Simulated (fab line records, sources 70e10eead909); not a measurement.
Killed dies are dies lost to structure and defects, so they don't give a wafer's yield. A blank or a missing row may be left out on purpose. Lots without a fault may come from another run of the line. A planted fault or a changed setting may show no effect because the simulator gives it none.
A struck lot beside a sound one | flow nand_harc | 13 steps out of a route of 1159
Sound: wafers L754.1, L754.2, L754.3. Struck: wafers L765.1, L765.3, L765.6. The cause comes at the end.
At each step with rows: each side's tool, then ch and its chambers, then its first start. Under that, the readings that differ: sound wafers | struck wafers | difference of the means | sigmas: that difference in standard deviations of wafers without a fault.
alike: readings whose means differ by less than 2 such deviations, and words and numbers that are the same on both sides. not compared: withheld readings, readings that some wafer has no value for, bounds like >300 that may hide the same value, and numbers for which the record gives no deviation and whose values overlap.
The two part at a step that has a row with sigmas, a row that says differs or no value, or rows on one side only. Numbers that don't overlap but have no deviation are shown without sigmas and don't part them. A reading that every wafer of one side lacks parts them only if that side has two wafers or more.

NHARC_P_START_INSPECT_01:
  sound on defect_inspect-01, day 2 06:02; struck on defect_inspect-01, day 5 00:02
  alike: raw_defect_count
then, 10 steps without rows for these wafers: NHARC_P_ZERO_WELL_PRECLEAN_00 (cleans in SPM, time 600 s); NHARC_P_ZERO_WELL_SRD_01; NHARC_P_ZERO_WELL_PECVD_02 (deposits SiO2, target thk 10 nm); NHARC_P_ZERO_WELL_DEHYDRATE_03 (time 120 s); NHARC_P_ZERO_WELL_HMDS_04 (time 30 s); NHARC_P_ZERO_WELL_COAT_64 (time 65 s); NHARC_P_ZERO_WELL_COAT_05 (resist thk 600 nm); NHARC_P_ZERO_WELL_SOFTBAKE_06 (time 70 s); NHARC_P_ZERO_WELL_EBR_07; NHARC_P_ZERO_WELL_EXPOSE_08 (exposes mask P ZERO, target cd 500 nm).
NHARC_P_ZERO_WELL_PEB_09: peb time 80 s.
  sound on litho_track-02 ch 0, day 2 07:02; struck on litho_track-02 ch 0, day 5 01:02
  reading          | sound                | struck               | difference | sigmas
  plate_temp_C (C) | 128.02 128.14 128.22 | 128.77 128.77 128.68 | +0.61      | +5
then, 1 step without rows for these wafers: NHARC_P_ZERO_WELL_DEVELOP_10 (time 50 s).

WHERE THEY PART
Only at NHARC_P_ZERO_WELL_PEB_09, within this record.

WHY: what the simulator had put in
Process parameter drift: litho_track-02, from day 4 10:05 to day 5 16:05, at NHARC_P_ZERO_WELL_PEB_09. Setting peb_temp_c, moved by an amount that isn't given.
